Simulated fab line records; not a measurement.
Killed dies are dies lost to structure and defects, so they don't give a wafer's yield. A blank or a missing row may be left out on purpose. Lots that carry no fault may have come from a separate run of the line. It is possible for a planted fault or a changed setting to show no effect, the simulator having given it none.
fab line records ; flow n5_finfet
record: lots: 24; wafers: 72; last_day: 17
route steps=1938 shown HKMG_FIN@442 GATE_CUT@468
lots untouched by any fault: they come from a run of this same line in which no faults occurred
start_h: start of the lot's first displayed wafer, in hours after the record's first day ; wait_h: time in hours since the lot's previous step ; " the same as in the row above ; L1.1+2: several wafers, shown together as one row ; - no value, or no start was given ; * or withheld: withheld ; < > ~ a bound
route shown NAME@n: a module of which the file shows steps, and the number in the route of the first ; usual: the fault-free wafers' mean and standard deviation ; same: alike in all rows ; chamber/n: place in a boat ; sites: per-site readings ; _std_site: how widely they spread, as a standard deviation ; _edge_site: mean of outer sites minus mean of inner sites ; radius_mm: how far each site lies from the wafer's centre ; mask NAME#n: copy n ; behind: the last tool/chamber to shape the wafer ; hold: why the lot was held/for how many hours/how that ended ; device: names the non-switching transistor (n, p or np) ; end of line: at the end of the route, the tests of the same wafers ; a step without rows: its recipe alone ; killed: dies lost to structure and defects at the first sort, not the wafer's yield ; map: a wafer's dies, marking killed ones x, the rest . and places with no die _
set.NAME: the setting as run; set.NAME@STEP: as run at that earlier step ; model.NAME: the simulator's own value behind a step, which no gauge read
a sample of lots followed through the steps of the route, with each step as a table and each wafer as a row
services: from which hour (start_h, from the record's first day; less than 0 if before it) a tool's chamber was out of use, for how many hours, and why
== steps ==
step: N5_HKMG_FIN_ALD_91
recipe: material: TiN; target_thk_a: 10; temp_c: 400; ald_precursor_family: TiCl4; ald_co_reactant: NH3; pulse_time_s: 1; purge_time_s: 3; co_reactant_purge_time_s: 2; co_reactant_pulse_time_s: 2; ald_cycles: 47; pressure_torr: 3
usual: heater_power_w: 882/100; precursor_pulse_height_rel: 1.000/0.017
same: purge_time_s: 3
lot.wafer;tool;chamber;start_h;wait_h;heater_power_w;precursor_pulse_height_rel
L074.2;ald_metal-01;3;74.88;0.3;822;0.965
L074.3;ald_metal-01;1;74.88;0.3;922;0.995
L074.5;ald_metal-01;2;74.88;0.3;980;1.010
L075.1;ald_metal-04;0;85.22;0.3;837;1.005
L075.3;ald_metal-04;3;85.22;0.3;1100;1.008
L075.5;ald_metal-04;2;85.22;0.3;758;0.969
L076.1;ald_metal-01;3;87.64;0.3;804;0.996
L076.4;ald_metal-01;2;87.64;0.3;968;0.998
L076.6;ald_metal-01;3;87.64;0.3;799;1.003
L077.2;ald_metal-04;2;93.63;0.3;761;1.010
L077.5;ald_metal-04;2;93.63;0.3;742;1.044
L077.6;ald_metal-04;1;93.63;0.3;912;0.992
L078.1;ald_metal-01;1;99.58;0.3;915;1.003
L078.2;ald_metal-01;2;99.58;0.3;1018;1.022
L078.4;ald_metal-01;3;99.58;0.3;813;1.009
L079.1;ald_metal-04;2;103.78;0.3;777;1.015
L079.2;ald_metal-04;3;103.78;0.3;1106;0.986
L079.5;ald_metal-04;3;103.78;0.3;1100;0.981
L080.2;ald_metal-02;2;113.30;0.3;1037;1.018
L080.3;ald_metal-02;3;113.30;0.3;730;1.022
L080.4;ald_metal-02;1;113.30;0.3;821;1.004
L081.2;ald_metal-01;0;119.06;0.3;926;0.988
L081.4;ald_metal-01;2;119.06;0.3;991;0.988
L081.5;ald_metal-01;2;119.06;0.3;990;1.006
L082.1;ald_metal-02;1;125.47;0.3;845;1.019
L082.3;ald_metal-02;0;125.47;0.3;789;1.027
L082.6;ald_metal-02;0;125.47;0.3;790;0.992
L083.1;ald_metal-01;2;137.35;0.3;1003;0.999
L083.2;ald_metal-01;3;137.35;0.3;808;0.984
L083.3;ald_metal-01;0;137.35;0.3;901;1.028
L084.2;ald_metal-01;2;138.95;0.3;1000;0.995
L084.5;ald_metal-01;1;138.95;0.3;914;0.987
L084.6;ald_metal-01;0;138.95;0.3;888;0.989
L085.1;ald_metal-02;3;146.02;0.4;734;0.994
L085.4;ald_metal-02;0;146.02;0.4;784;0.983
L085.5;ald_metal-02;1;146.02;0.4;836;0.985
L086.2;ald_metal-02;0;149.55;0.3;780;1.018
L086.4;ald_metal-02;1;149.55;0.3;818;1.002
L086.6;ald_metal-02;0;149.55;0.3;789;0.989
L087.1;ald_metal-01;3;154.44;0.3;808;1.004
L087.3;ald_metal-01;0;154.44;0.3;907;0.978
L087.5;ald_metal-01;2;154.44;0.3;1027;1.015
L088.1;ald_metal-01;0;163.41;0.3;900;1.003
L088.2;ald_metal-01;1;163.41;0.3;907;1.003
L088.4;ald_metal-01;2;163.41;0.3;1008;0.975
L089.2;ald_metal-04;1;165.27;0.3;924;1.008
L089.3;ald_metal-04;3;165.27;0.3;1090;1.012
L089.5;ald_metal-04;1;165.27;0.3;891;0.996
L090.2;ald_metal-02;2;174.39;0.3;1030;0.984
L090.3;ald_metal-02;0;174.39;0.3;789;1.011
L090.4;ald_metal-02;3;174.39;0.3;748;1.000
L091.3;ald_metal-04;3;176.55;0.1;1086;0.991
L091.4;ald_metal-04;1;176.55;0.1;938;1.005
L091.6;ald_metal-04;1;176.55;0.1;913;0.999
L092.1;ald_metal-02;3;186.97;0.3;755;1.046
L092.2;ald_metal-02;2;186.97;0.3;1015;1.013
L092.5;ald_metal-02;3;186.97;0.3;750;0.989
L093.4;ald_metal-04;0;190.45;0.1;816;1.009
L093.5;ald_metal-04;3;190.45;0.1;1102;0.999
L093.6;ald_metal-04;2;190.45;0.1;764;0.973
L094.2;ald_metal-01;0;198.54;0.3;910;1.010
L094.3;ald_metal-01;1;198.54;0.3;896;0.989
L094.4;ald_metal-01;3;198.54;0.3;814;0.982
L095.1;ald_metal-01;3;203.00;0.3;828;0.977
L095.4;ald_metal-01;2;203.00;0.3;1004;0.996
L095.5;ald_metal-01;0;203.00;0.3;907;0.984
L096.1;ald_metal-01;3;209.67;0.3;822;1.041
L096.2;ald_metal-01;1;209.67;0.3;933;0.999
L096.6;ald_metal-01;0;209.67;0.3;896;1.014
L097.1;ald_metal-01;3;215.72;0.3;801;1.024
L097.3;ald_metal-01;0;215.72;0.3;922;1.011
L097.5;ald_metal-01;2;215.72;0.3;983;1.026
step: N5_HKMG_FIN_STRIP_88
recipe: chemistry: N2/H2; power_w: 2500; temp_c: 300; h2_frac: 0.65; time_s: 360; pressure_mtorr: withheld; n2_flow_sccm: 1750; h2_flow_sccm: 3250
usual: drypump_motor_current_A: 5.7/0.36; heater_power_w: 491/51
lot.wafer;tool;chamber;start_h;wait_h;drypump_motor_current_A;heater_power_w;rf_hours_counter_h
L074.2;plasma_asher-02;0;75.47;0.0;5.9;436;28
L074.3;plasma_asher-02;1;75.47;0.0;5.6;566;-
L074.5;plasma_asher-02;1;75.47;0.0;5.6;552;-
L075.1;plasma_asher-01;1;85.88;0.0;6.2;434;98
L075.3;plasma_asher-01;0;85.88;0.0;5.2;511;-
L075.5;plasma_asher-01;1;85.88;0.0;6.2;440;-
L076.1;plasma_asher-02;1;88.23;0.0;5.6;554;30
L076.4;plasma_asher-02;1;88.23;0.0;5.6;566;-
L076.6;plasma_asher-02;0;88.23;0.0;5.9;443;-
L077.2;plasma_asher-02;0;94.24;0.0;5.9;438;32
L077.5;plasma_asher-02;0;94.24;0.0;5.9;444;-
L077.6;plasma_asher-02;1;94.24;0.0;5.6;557;-
L078.1;plasma_asher-02;0;100.24;0.0;5.9;432;33
L078.2;plasma_asher-02;1;100.24;0.0;5.7;585;33
L078.4;plasma_asher-02;1;100.24;0.0;5.6;559;-
L079.1;plasma_asher-01;0;104.36;0.0;5.2;495;102
L079.2;plasma_asher-01;1;104.36;0.0;6.2;446;102
L079.5;plasma_asher-01;1;104.36;0.0;6.2;451;-
L080.2;plasma_asher-02;0;114.13;0.0;5.9;441;35
L080.3;plasma_asher-02;0;114.13;0.0;5.9;442;-
L080.4;plasma_asher-02;1;114.13;0.0;5.6;567;-
L081.2;plasma_asher-02;1;119.64;0.0;5.6;563;37
L081.4;plasma_asher-02;0;119.64;0.0;5.9;441;-
L081.5;plasma_asher-02;1;119.64;0.0;5.6;562;-
L082.1;plasma_asher-01;0;126.07;0.0;5.2;501;105
L082.3;plasma_asher-01;0;126.07;0.0;5.2;512;-
L082.6;plasma_asher-01;1;126.07;0.0;6.2;458;-
L083.1;plasma_asher-02;0;137.94;0.0;5.9;446;40
L083.2;plasma_asher-02;1;137.94;0.0;5.6;561;40
L083.3;plasma_asher-02;1;137.94;0.0;5.6;571;-
L084.2;plasma_asher-02;1;139.54;0.0;5.7;567;41
L084.5;plasma_asher-02;1;139.54;0.0;5.7;573;-
L084.6;plasma_asher-02;0;139.54;0.0;5.9;455;-
L085.1;plasma_asher-01;0;146.61;0.0;5.2;510;109
L085.4;plasma_asher-01;1;146.61;0.0;6.2;443;-
L085.5;plasma_asher-01;0;146.61;0.0;5.2;515;-
L086.2;plasma_asher-01;1;150.14;0.0;6.2;435;110
L086.4;plasma_asher-01;1;150.14;0.0;6.2;441;-
L086.6;plasma_asher-01;0;150.14;0.0;5.2;522;-
L087.1;plasma_asher-01;1;155.08;0.0;6.2;452;111
L087.3;plasma_asher-01;0;155.08;0.0;5.2;509;-
L087.5;plasma_asher-01;0;155.08;0.0;5.2;510;-
L088.1;plasma_asher-02;1;164.00;0.0;5.6;571;46
L088.2;plasma_asher-02;0;164.00;0.0;5.9;440;46
L088.4;plasma_asher-02;1;164.00;0.0;5.6;568;-
L089.2;plasma_asher-01;1;165.87;0.0;6.2;451;114
L089.3;plasma_asher-01;0;165.87;0.0;5.2;509;-
L089.5;plasma_asher-01;0;165.87;0.0;5.2;512;-
L090.2;plasma_asher-01;0;175.05;0.0;5.2;496;116
L090.3;plasma_asher-01;1;175.05;0.0;6.2;438;-
L090.4;plasma_asher-01;0;175.05;0.0;5.2;508;-
L091.3;plasma_asher-02;1;177.26;0.2;5.6;552;-
L091.4;plasma_asher-02;0;177.26;0.2;5.9;446;-
L091.6;plasma_asher-02;0;177.26;0.2;5.9;454;-
L092.1;plasma_asher-02;0;187.57;0.0;5.9;444;50
L092.2;plasma_asher-02;1;187.57;0.0;5.6;560;50
L092.5;plasma_asher-02;0;187.57;0.0;5.9;446;-
L093.4;plasma_asher-01;0;191.16;0.1;5.2;513;-
L093.5;plasma_asher-01;0;191.16;0.1;5.2;507;-
L093.6;plasma_asher-01;1;191.16;0.1;6.2;448;-
L094.2;plasma_asher-01;1;199.16;0.0;6.2;449;121
L094.3;plasma_asher-01;0;199.16;0.0;5.2;525;-
L094.4;plasma_asher-01;1;199.16;0.0;6.2;441;-
L095.1;plasma_asher-02;1;203.59;0.0;5.6;568;52
L095.4;plasma_asher-02;0;203.59;0.0;5.9;440;-
L095.5;plasma_asher-02;1;203.59;0.0;5.6;548;-
L096.1;plasma_asher-01;1;210.40;0.0;6.2;464;123
L096.2;plasma_asher-01;0;210.40;0.0;5.2;513;123
L096.6;plasma_asher-01;0;210.40;0.0;5.2;505;-
L097.1;plasma_asher-01;0;216.31;0.0;5.2;522;124
L097.3;plasma_asher-01;0;216.31;0.0;5.2;526;-
L097.5;plasma_asher-01;1;216.31;0.0;6.2;445;-
step: N5_HKMG_FIN_ALD_72
recipe: material: W; target_thk_a: 20; temp_c: 300; pressure_torr: 7.5; ald_precursor_family: WF6; ald_co_reactant: B2H6; pulse_time_s: 1; purge_time_s: 2; co_reactant_purge_time_s: 2; co_reactant_pulse_time_s: 3; ald_cycles: 7
usual: heater_power_w: 467/21; precursor_pulse_height_rel: 1.003/0.021
same: purge_time_s: 2
lot.wafer;tool;chamber;start_h;wait_h;heater_power_w;precursor_pulse_height_rel
L074.2;cvd_w-02;0;77.54;0.2;432;1.018
L074.3;cvd_w-02;0;77.54;0.2;430;0.985
L074.5;cvd_w-02;0;77.54;0.2;433;1.022
L075.1;cvd_w-01;1;88.14;0.2;466;0.996
L075.3;cvd_w-01;0;88.14;0.2;472;0.989
L075.5;cvd_w-01;0;88.14;0.2;473;0.971
L076.1;cvd_w-02;0;90.15;0.2;434;0.971
L076.4;cvd_w-02;0;90.15;0.2;443;1.015
L076.6;cvd_w-02;0;90.15;0.2;443;0.995
L077.2;cvd_w-01;0;96.27;0.2;475;0.995
L077.5;cvd_w-01;0;96.27;0.2;471;1.001
L077.6;cvd_w-01;1;96.27;0.2;483;1.031
L078.1;cvd_w-01;0;102.19;0.2;463;0.987
L078.2;cvd_w-01;1;102.19;0.2;465;0.987
L078.4;cvd_w-01;0;102.19;0.2;469;0.983
L079.1;cvd_w-02;1;106.37;0.2;491;1.011
L079.2;cvd_w-02;0;106.37;0.2;439;1.001
L079.5;cvd_w-02;0;106.37;0.2;435;1.030
L080.2;cvd_w-01;0;116.10;0.2;476;0.999
L080.3;cvd_w-01;0;116.10;0.2;476;1.017
L080.4;cvd_w-01;1;116.10;0.2;471;0.982
L081.2;cvd_w-01;0;121.57;0.2;484;0.993
L081.4;cvd_w-01;0;121.57;0.2;474;0.978
L081.5;cvd_w-01;1;121.57;0.2;482;0.977
L082.1;cvd_w-02;0;128.02;0.2;443;0.981
L082.3;cvd_w-02;0;128.02;0.2;423;1.038
L082.6;cvd_w-02;0;128.02;0.2;446;1.005
L083.1;cvd_w-02;1;139.88;0.2;471;0.983
L083.2;cvd_w-02;0;139.88;0.2;428;0.974
L083.3;cvd_w-02;0;139.88;0.2;422;0.999
L084.2;cvd_w-01;0;141.80;0.2;489;1.037
L084.5;cvd_w-01;1;141.80;0.2;492;1.024
L084.6;cvd_w-01;0;141.80;0.2;470;1.027
L085.1;cvd_w-01;1;148.53;0.2;481;0.999
L085.4;cvd_w-01;0;148.53;0.2;483;0.993
L085.5;cvd_w-01;0;148.53;0.2;476;0.979
L086.2;cvd_w-01;0;152.07;0.2;475;1.026
L086.4;cvd_w-01;1;152.07;0.2;473;0.986
L086.6;cvd_w-01;0;152.07;0.2;483;1.010
L087.1;cvd_w-02;0;157.02;0.2;424;0.988
L087.3;cvd_w-02;1;157.02;0.2;480;0.965
L087.5;cvd_w-02;1;157.02;0.2;464;1.014
L088.1;cvd_w-01;1;165.94;0.2;461;1.020
L088.2;cvd_w-01;0;165.94;0.2;495;0.991
L088.4;cvd_w-01;0;165.94;0.2;492;0.974
L089.2;cvd_w-02;0;167.84;0.2;438;1.014
L089.3;cvd_w-02;1;167.84;0.2;492;0.998
L089.5;cvd_w-02;1;167.84;0.2;487;1.021
L090.2;cvd_w-01;1;177.17;0.2;476;1.006
L090.3;cvd_w-01;0;177.17;0.2;485;0.987
L090.4;cvd_w-01;1;177.17;0.2;469;0.969
L091.3;cvd_w-01;0;179.22;0.2;470;1.024
L091.4;cvd_w-01;1;179.22;0.2;468;1.011
L091.6;cvd_w-01;1;179.22;0.2;481;0.997
L092.1;cvd_w-02;1;189.50;0.2;467;1.012
L092.2;cvd_w-02;0;189.50;0.2;441;1.003
L092.5;cvd_w-02;0;189.50;0.2;436;1.001
L093.4;cvd_w-02;0;192.99;0.2;442;1.022
L093.5;cvd_w-02;0;192.99;0.2;432;1.014
L093.6;cvd_w-02;1;192.99;0.2;479;0.999
L094.2;cvd_w-02;1;201.09;0.2;484;0.999
L094.3;cvd_w-02;0;201.09;0.2;436;1.045
L094.4;cvd_w-02;1;201.09;0.2;487;1.004
L095.1;cvd_w-02;1;205.52;0.2;478;0.996
L095.4;cvd_w-02;1;205.52;0.2;487;0.954
L095.5;cvd_w-02;0;205.52;0.2;436;1.019
L096.1;cvd_w-01;1;212.33;0.2;474;1.011
L096.2;cvd_w-01;0;212.33;0.2;492;1.009
L096.6;cvd_w-01;0;212.33;0.2;485;1.013
L097.1;cvd_w-01;1;218.45;0.2;465;0.985
L097.3;cvd_w-01;0;218.45;0.2;488;0.988
L097.5;cvd_w-01;0;218.45;0.2;482;0.992
step: N5_HKMG_FIN_INSPECT_28
recipe: inspect_instrument: darkfield; mode: post_cmp
usual: raw_defect_count: 38/19
lot.wafer;tool;chamber;start_h;wait_h;raw_defect_count
L074.2;defect_inspect-02;-;78.49;0.0;68
L074.3;defect_inspect-02;-;78.49;0.0;120
L074.5;defect_inspect-02;-;78.49;0.0;66
L075.1;defect_inspect-01;-;89.02;0.0;32
L075.3;defect_inspect-01;-;89.02;0.0;25
L075.5;defect_inspect-01;-;89.02;0.0;24
L076.1;defect_inspect-02;-;91.13;0.0;43
L076.4;defect_inspect-02;-;91.13;0.0;29
L076.6;defect_inspect-02;-;91.13;0.0;21
L077.2;defect_inspect-01;-;97.16;0.0;33
L077.5;defect_inspect-01;-;97.16;0.0;72
L077.6;defect_inspect-01;-;97.16;0.0;52
L078.1;defect_inspect-01;-;103.07;0.0;23
L078.2;defect_inspect-01;-;103.07;0.0;34
L078.4;defect_inspect-01;-;103.07;0.0;23
L079.1;defect_inspect-02;-;107.25;0.0;72
L079.2;defect_inspect-02;-;107.25;0.0;35
L079.5;defect_inspect-02;-;107.25;0.0;29
L080.2;defect_inspect-01;-;116.98;0.0;137
L080.3;defect_inspect-01;-;116.98;0.0;92
L080.4;defect_inspect-01;-;116.98;0.0;59
L081.2;defect_inspect-02;-;122.45;0.0;31
L081.4;defect_inspect-02;-;122.45;0.0;44
L081.5;defect_inspect-02;-;122.45;0.0;23
L082.1;defect_inspect-01;-;128.90;0.0;47
L082.3;defect_inspect-01;-;128.90;0.0;18
L082.6;defect_inspect-01;-;128.90;0.0;36
L083.1;defect_inspect-02;-;140.77;0.0;34
L083.2;defect_inspect-02;-;140.77;0.0;69
L083.3;defect_inspect-02;-;140.77;0.0;39
L084.2;defect_inspect-01;-;142.68;0.0;19
L084.5;defect_inspect-01;-;142.68;0.0;26
L084.6;defect_inspect-01;-;142.68;0.0;24
L085.1;defect_inspect-01;-;149.41;0.0;45
L085.4;defect_inspect-01;-;149.41;0.0;25
L085.5;defect_inspect-01;-;149.41;0.0;34
L086.2;defect_inspect-01;-;152.98;0.0;59
L086.4;defect_inspect-01;-;152.98;0.0;66
L086.6;defect_inspect-01;-;152.98;0.0;65
L087.1;defect_inspect-02;-;157.92;0.0;41
L087.3;defect_inspect-02;-;157.92;0.0;30
L087.5;defect_inspect-02;-;157.92;0.0;30
L088.1;defect_inspect-01;-;166.82;0.0;25
L088.2;defect_inspect-01;-;166.82;0.0;25
L088.4;defect_inspect-01;-;166.82;0.0;23
L089.2;defect_inspect-01;-;168.72;0.0;38
L089.3;defect_inspect-01;-;168.72;0.0;38
L089.5;defect_inspect-01;-;168.72;0.0;36
L090.2;defect_inspect-01;-;178.05;0.0;10
L090.3;defect_inspect-01;-;178.05;0.0;35
L090.4;defect_inspect-01;-;178.05;0.0;26
L091.3;defect_inspect-01;-;180.09;0.0;36
L091.4;defect_inspect-01;-;180.09;0.0;24
L091.6;defect_inspect-01;-;180.09;0.0;46
L092.1;defect_inspect-01;-;190.38;0.0;42
L092.2;defect_inspect-01;-;190.38;0.0;52
L092.5;defect_inspect-01;-;190.38;0.0;27
L093.4;defect_inspect-02;-;193.85;0.0;52
L093.5;defect_inspect-02;-;193.85;0.0;53
L093.6;defect_inspect-02;-;193.85;0.0;33
L094.2;defect_inspect-02;-;201.97;0.0;41
L094.3;defect_inspect-02;-;201.97;0.0;53
L094.4;defect_inspect-02;-;201.97;0.0;25
L095.1;defect_inspect-01;-;206.40;0.0;30
L095.4;defect_inspect-01;-;206.40;0.0;32
L095.5;defect_inspect-01;-;206.40;0.0;54
L096.1;defect_inspect-01;-;213.21;0.0;41
L096.2;defect_inspect-01;-;213.21;0.0;26
L096.6;defect_inspect-01;-;213.21;0.0;43
L097.1;defect_inspect-02;-;219.33;0.0;7
L097.3;defect_inspect-02;-;219.33;0.0;16
L097.5;defect_inspect-02;-;219.33;0.0;28
step: N5_GATE_CUT_VAPOR_ETCH_60
recipe: chemistry: BCl3/Cl2; target: HfO2; mode: isotropic
usual: drypump_motor_current_A: 5.8/0.52; oes_product_au: 0.68/0.07
lot.wafer;tool;chamber;start_h;wait_h;drypump_motor_current_A;oes_product_au
L074.2;rie_metal-03;1;78.85;0.0;4.8;0.63
L074.3;rie_metal-03;1;78.85;0.0;4.8;0.63
L074.5;rie_metal-03;1;78.85;0.0;4.8;0.63
L075.1;rie_metal-01;0;89.30;0.0;5.9;0.60
L075.3;rie_metal-01;1;89.30;0.0;5.5;0.81
L075.5;rie_metal-01;0;89.30;0.0;5.9;0.60
L076.1;rie_metal-01;1;91.41;0.0;5.5;0.80
L076.4;rie_metal-01;0;91.41;0.0;5.9;0.60
L076.6;rie_metal-01;0;91.41;0.0;5.9;0.60
L077.2;rie_metal-02;1;97.43;0.0;6.3;0.68
L077.5;rie_metal-02;1;97.43;0.0;6.3;0.68
L077.6;rie_metal-02;0;97.43;0.0;6.0;0.67
L078.1;rie_metal-01;0;103.34;0.0;5.9;0.60
L078.2;rie_metal-01;1;103.34;0.0;5.5;0.80
L078.4;rie_metal-01;0;103.34;0.0;5.9;0.60
L079.1;rie_metal-03;0;107.52;0.0;6.6;0.72
L079.2;rie_metal-03;1;107.52;0.0;4.8;0.63
L079.5;rie_metal-03;1;107.52;0.0;4.8;0.63
L080.2;rie_metal-02;1;117.25;0.0;6.3;0.67
L080.3;rie_metal-02;0;117.25;0.0;5.9;0.66
L080.4;rie_metal-02;1;117.25;0.0;6.3;0.66
L081.2;rie_metal-01;0;122.73;0.0;5.9;0.59
L081.4;rie_metal-01;1;122.73;0.0;5.5;0.80
L081.5;rie_metal-01;1;122.73;0.0;5.5;0.81
L082.1;rie_metal-01;0;129.17;0.0;5.9;0.59
L082.3;rie_metal-01;0;129.17;0.0;5.9;0.60
L082.6;rie_metal-01;0;129.17;0.0;5.9;0.59
L083.1;rie_metal-02;0;141.04;0.0;5.9;0.65
L083.2;rie_metal-02;1;141.04;0.0;6.3;0.67
L083.3;rie_metal-02;1;141.04;0.0;6.3;0.67
L084.2;rie_metal-03;1;142.95;0.0;4.8;0.63
L084.5;rie_metal-03;0;142.95;0.0;6.7;0.71
L084.6;rie_metal-03;1;142.95;0.0;4.8;0.63
L085.1;rie_metal-01;0;149.69;0.0;5.9;0.59
L085.4;rie_metal-01;0;149.69;0.0;5.9;0.59
L085.5;rie_metal-01;0;149.69;0.0;5.9;0.59
L086.2;rie_metal-02;1;153.26;0.0;6.3;0.67
L086.4;rie_metal-02;0;153.26;0.0;5.9;0.65
L086.6;rie_metal-02;0;153.26;0.0;5.9;0.66
L087.1;rie_metal-01;1;158.19;0.0;5.5;0.78
L087.3;rie_metal-01;0;158.19;0.0;5.9;0.59
L087.5;rie_metal-01;0;158.19;0.0;5.9;0.58
L088.1;rie_metal-01;1;167.10;0.0;5.5;0.78
L088.2;rie_metal-01;0;167.10;0.0;5.9;0.59
L088.4;rie_metal-01;0;167.10;0.0;5.9;0.59
L089.2;rie_metal-03;1;169.00;0.0;4.8;0.63
L089.3;rie_metal-03;1;169.00;0.0;4.8;0.63
L089.5;rie_metal-03;0;169.00;0.0;6.7;0.70
L090.2;rie_metal-02;1;178.33;0.0;6.3;0.66
L090.3;rie_metal-02;1;178.33;0.0;6.3;0.66
L090.4;rie_metal-02;0;178.33;0.0;5.9;0.66
L091.3;rie_metal-01;0;180.37;0.0;5.9;0.58
L091.4;rie_metal-01;1;180.37;0.0;5.5;0.77
L091.6;rie_metal-01;0;180.37;0.0;5.9;0.58
L092.1;rie_metal-03;0;190.66;0.0;6.6;0.71
L092.2;rie_metal-03;1;190.66;0.0;4.8;0.63
L092.5;rie_metal-03;1;190.66;0.0;4.8;0.62
L093.4;rie_metal-02;1;194.13;0.0;6.3;0.66
L093.5;rie_metal-02;0;194.13;0.0;5.9;0.65
L093.6;rie_metal-02;1;194.13;0.0;6.3;0.66
L094.2;rie_metal-03;1;202.25;0.0;4.8;0.62
L094.3;rie_metal-03;0;202.25;0.0;6.7;0.70
L094.4;rie_metal-03;1;202.25;0.0;4.8;0.61
L095.1;rie_metal-02;0;206.68;0.0;5.9;0.64
L095.4;rie_metal-02;0;206.68;0.0;5.9;0.65
L095.5;rie_metal-02;1;206.68;0.0;6.3;0.66
L096.1;rie_metal-01;1;213.73;0.1;5.5;0.76
L096.2;rie_metal-01;1;213.73;0.1;5.5;0.77
L096.6;rie_metal-01;1;213.73;0.1;5.5;0.78
L097.1;rie_metal-02;1;219.61;0.0;6.3;0.65
L097.3;rie_metal-02;0;219.61;0.0;5.9;0.65
L097.5;rie_metal-02;1;219.61;0.0;6.2;0.65
step: N5_GATE_CUT_OVL_MEAS_14
recipe: points_per_wafer: 522
usual: GATE_CUT_OVL: -0.2/0.7
lot.wafer;tool;chamber;start_h;wait_h;GATE_CUT_OVL[nm]
L074.2;overlay-02;0;82.34;0.0;0.6
L074.3;overlay-02;0;82.34;0.0;0.4
L074.5;overlay-02;0;82.34;0.0;0.2
L075.1;overlay-01;0;92.70;0.0;-0.4
L075.3;overlay-01;0;92.70;0.0;-1.0
L075.5;overlay-01;0;92.70;0.0;-0.9
L076.1;overlay-01;0;95.78;0.0;0.1
L076.4;overlay-01;0;95.78;0.0;-1.9
L076.6;overlay-01;0;95.78;0.0;-1.4
L077.2;overlay-02;0;100.85;0.0;-1.8
L077.5;overlay-02;0;100.85;0.0;-0.3
L077.6;overlay-02;0;100.85;0.0;-0.3
L078.1;overlay-01;0;106.67;0.0;0.1
L078.2;overlay-01;0;106.67;0.0;-0.7
L078.4;overlay-01;0;106.67;0.0;-0.5
L079.1;overlay-02;0;111.41;0.0;-0.2
L079.2;overlay-02;0;111.41;0.0;-0.4
L079.5;overlay-02;0;111.41;0.0;0.1
L080.2;overlay-02;0;120.84;0.0;1.3
L080.3;overlay-02;0;120.84;0.0;-0.2
L080.4;overlay-02;0;120.84;0.0;-0.2
L081.2;overlay-02;0;126.20;0.0;-1.1
L081.4;overlay-02;0;126.20;0.0;-0.7
L081.5;overlay-02;0;126.20;0.0;-0.2
L082.1;overlay-02;0;132.51;0.0;-0.6
L082.3;overlay-02;0;132.51;0.0;-1.0
L082.6;overlay-02;0;132.51;0.0;1.3
L083.1;overlay-02;0;144.61;0.0;0.7
L083.2;overlay-02;0;144.61;0.0;-0.2
L083.3;overlay-02;0;144.61;0.0;-0.5
L084.2;overlay-02;0;146.62;0.0;0.8
L084.5;overlay-02;0;146.62;0.0;0.0
L084.6;overlay-02;0;146.62;0.0;0.8
L085.1;overlay-01;0;153.17;0.0;-1.4
L085.4;overlay-01;0;153.17;0.0;-0.7
L085.5;overlay-01;0;153.17;0.0;-0.1
L086.2;overlay-01;0;157.05;0.0;-0.3
L086.4;overlay-01;0;157.05;0.0;-0.2
L086.6;overlay-01;0;157.05;0.0;-0.3
L087.1;overlay-02;0;161.95;0.0;0.6
L087.3;overlay-02;0;161.95;0.0;-0.4
L087.5;overlay-02;0;161.95;0.0;1.1
L088.1;overlay-02;0;170.56;0.0;-0.7
L088.2;overlay-02;0;170.56;0.0;-0.4
L088.4;overlay-02;0;170.56;0.0;0.2
L089.2;overlay-02;0;172.96;0.0;0.5
L089.3;overlay-02;0;172.96;0.0;0.8
L089.5;overlay-02;0;172.96;0.0;1.0
L090.2;overlay-01;0;182.10;0.0;-1.1
L090.3;overlay-01;0;182.10;0.0;0.8
L090.4;overlay-01;0;182.10;0.0;-0.7
L091.3;overlay-02;0;187.53;0.0;0.6
L091.4;overlay-02;0;187.53;0.0;0.2
L091.6;overlay-02;0;187.53;0.0;-0.1
L092.1;overlay-01;0;195.83;0.0;-0.4
L092.2;overlay-01;0;195.83;0.0;0.1
L092.5;overlay-01;0;195.83;0.0;-0.5
L093.4;overlay-02;0;198.17;0.0;0.4
L093.5;overlay-02;0;198.17;0.0;0.1
L093.6;overlay-02;0;198.17;0.0;0.2
L094.2;overlay-01;0;205.92;0.0;0.1
L094.3;overlay-01;0;205.92;0.0;-0.4
L094.4;overlay-01;0;205.92;0.0;0.2
L095.1;overlay-01;0;211.09;0.0;-1.7
L095.4;overlay-01;0;211.09;0.0;-0.4
L095.5;overlay-01;0;211.09;0.0;0.5
L096.1;overlay-01;0;217.21;0.0;-0.4
L096.2;overlay-01;0;217.21;0.0;0.6
L096.6;overlay-01;0;217.21;0.0;0.1
L097.1;overlay-01;0;223.17;0.0;-1.3
L097.3;overlay-01;0;223.17;0.0;-0.3
L097.5;overlay-01;0;223.17;0.0;-1.0
== services ==
tool;chamber;start_h;hours;kind
ald_metal-04;-;73.82;0.7;repair
cvd_w-02;1;74.57;23.0;repair
ald_metal-02;-;79.97;8.7;pm
plasma_asher-02;-;82.43;0.9;repair
ald_metal-04;-;106.59;1.0;repair
cvd_w-02;-;113.02;0.4;repair
rie_metal-03;-;129.27;2.8;pm
rie_metal-02;0;136.10;2.2;repair
ald_metal-02;2;136.13;25.2;repair
cvd_w-01;-;155.01;2.8;pm
ald_metal-04;-;197.73;8.7;pm
rie_metal-01;0;209.94;-;clean
rie_metal-01;0;209.94;16.2;scheduled_down
rie_metal-01;0;209.94;16.2;vent_cycle
ald_metal-01;-;217.42;8.7;pm
== key ==
fault none
